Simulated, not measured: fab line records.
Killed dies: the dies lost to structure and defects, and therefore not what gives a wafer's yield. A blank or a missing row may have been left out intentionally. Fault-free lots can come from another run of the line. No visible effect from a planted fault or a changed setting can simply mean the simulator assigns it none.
Matching of chambers ; flow n5 finfet ; N5_BEOL_M6_DESCUM_33 on rie diel-04 has 4 sister chambers
The step chemistry O2, time 7 s. 20 wafers are shown with their chamber, then 10 later ones without.

== WAFERS PAIRED WITH THEIR CHAMBERS ==
wafer;chamber;showerhead plenum p Torr (Torr);drypump motor current A (A);throttle valve pct (%)
L074.3;3;2.06;5.3;20.66
L074.4;2;2.21;5.8;20.56
L074.6;3;2.06;5.3;20.64
L077.2;2;2.21;5.8;20.57
L077.5;2;2.21;5.8;20.56
L077.6;3;2.06;5.4;20.65
L081.2;1;2.15;5.4;20.56
L081.3;3;2.06;5.3;20.68
L081.5;0;2.16;5.3;20.36
L084.2;2;2.20;5.8;20.60
L084.4;2;2.20;5.8;20.60
L084.6;0;2.15;5.3;20.38
L086.2;2;2.19;5.8;20.61
L086.5;1;2.14;5.4;20.24
L086.6;0;2.15;5.3;20.41
L085.1;0;2.15;5.3;20.42
L085.2;1;2.14;5.4;20.25
L085.6;1;2.14;5.4;20.24
L091.1;0;2.14;5.4;20.42
L091.2;2;2.19;5.8;20.66

SIGNATURES, as means of the wafers listed above
reading;chamber 0;chamber 1;chamber 2;chamber 3;scatter within a chamber
showerhead plenum p Torr;2.1500;2.1425;2.2014;2.0600;0.0069
drypump motor current A;5.320;5.400;5.800;5.325;0.0311
throttle valve pct;20.3980;20.3225;20.5943;20.6575;0.0736
Rule: a wafer's distance from a chamber is the root of the sum, over the readings, of the square of ((its reading less the chamber's mean) divided by the reading's scatter). The wafer belongs to the nearest chamber; if the next one is less than 2 further off, it can't be placed. The scatter: the root of (the sum of the squares of (reading less its chamber's mean) over the shown wafers, divided by (wafers less chambers)).

== WAFERS MISSING THEIR CHAMBER ==
wafer;showerhead plenum p Torr (Torr);drypump motor current A (A);throttle valve pct (%)
L091.4;2.05;5.3;20.43
L093.1;2.19;5.9;20.63
L093.5;2.14;5.4;20.28
L093.6;2.19;5.9;20.64
L094.2;2.14;5.4;20.29
L094.3;2.05;5.3;20.43
L094.5;2.14;5.4;20.28
L096.4;2.04;5.4;20.44
L096.5;2.19;5.8;20.64
L096.6;2.14;5.4;20.29

== WHICH CHAMBER EACH ONE RAN IN ==
wafer;from the rows above;in truth
L091.4;3;3
L093.1;2;2
L093.5;1;1
L093.6;2;2
L094.2;1;1
L094.3;3;3
L094.5;1;1
L096.4;3;3
L096.5;2;2
L096.6;1;1
Correct placement for 10 of the 10. Left unplaced by these rows: 0. Placed wrongly: 0.
